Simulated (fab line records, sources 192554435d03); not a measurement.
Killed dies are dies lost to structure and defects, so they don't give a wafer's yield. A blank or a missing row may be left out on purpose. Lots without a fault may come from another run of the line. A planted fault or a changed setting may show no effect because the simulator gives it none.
Problem report in the 8D (eight disciplines) form, filled by code | flow n5_finfet | the parts of the form that need people (team, actions taken, sign-off) are left out

1. THE PROBLEM
killed_at_front_end at N5_PASSIVATION_PROBE_49 reads a mean of 139 on 9 wafers of 3 lots; wafers without a fault read 39 with a standard deviation of 11. That is +9.1 standard deviations from the usual mean.
First seen on wafer L318.2, day 16 15:28, on prober-01. The record holds 9 wafers of 3 lots with a number at this step. Rule for "out", or "out of limits": more than 4 standard deviations from the usual mean. The other wafers with a number count as sound.

2. WHAT IT IS AND WHAT IT IS NOT
question                    | is                                                                          | is not
which readings at this step | killed_at_front_end, defect_limited_yield, killed_dies, sort_bin_5_function | killed_at_M4_up, killed_at_other, killed_open, killed_short, sort_bin_4_leakage
which lots                  | L318, L319, L320                                                            | -
which wafers of those lots  | all that have a number                                                      | -
read on which tools         | prober-01, prober-02                                                        | -
when                        | from day 16 15:28                                                           | up to then (0 sound wafers)

3. SUSPECTS, AND WHAT RULES EACH OUT
Counting: a tool at a process step up to the reading stays a suspect if it ran every lot that is out and no sound lot after the first of them.
- wet_bench-01 at N5_GATE_CUT_STRIP_29 (strips in post etch residue remover, time 60 s): kept. It ran every lot that is out, first L318 (day 8 02:52), and no sound lot after that.
Left after counting: wet_bench-01 at N5_GATE_CUT_STRIP_29.

4. THE CAUSE (what the simulator had put in)
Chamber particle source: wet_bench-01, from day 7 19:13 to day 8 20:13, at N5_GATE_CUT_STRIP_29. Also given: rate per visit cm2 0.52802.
Counting left only this tool.

5. THE CHAIN OF EFFECTS, in route order
Each row: a reading whose mean over the struck wafers that have a number lies more than 3 standard deviations from the usual. Only readings for which the record gives a usual standard deviation are gone through. hours: the time from each lot's start at the first step in this table that gives one to its start at this step, as a median over the lots. sigmas: the change in usual standard deviations.
hours | step                    | reading              | usual  | on struck wafers | change | sigmas
0     | N5_PASSIVATION_PROBE_49 | defect_limited_yield | 91.6 % | 83.7             | -7.9   | -5.7
0     | N5_PASSIVATION_PROBE_49 | killed_at_front_end  | 39     | 139              | +100   | +9.1
0     | N5_PASSIVATION_PROBE_49 | killed_dies          | 99     | 193              | +94    | +5.9
0     | N5_PASSIVATION_PROBE_49 | sort_bin_5_function  | 4.8 %  | 10.4             | +5.6   | +6.3
0     | N5_PASSIVATION_PROBE_49 | sort_n_pass          | 1077   | 987              | -90    | -3.1
0     | N5_PASSIVATION_PROBE_49 | sort_yield_pct       | 91.2 % | 83.6             | -7.6   | -3.0
The process steps in it:
- N5_PASSIVATION_PROBE_49

6. WHAT WOULD HAVE CAUGHT IT SOONER
In this record the first reading out of limits was taken at day 16 15:28, 212 hours after the fault began at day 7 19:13.
All the lots that are out (3) had begun N5_GATE_CUT_STRIP_29 on wet_bench-01 by day 16 15:28. A hold on the tool at that time would have spared none of them.
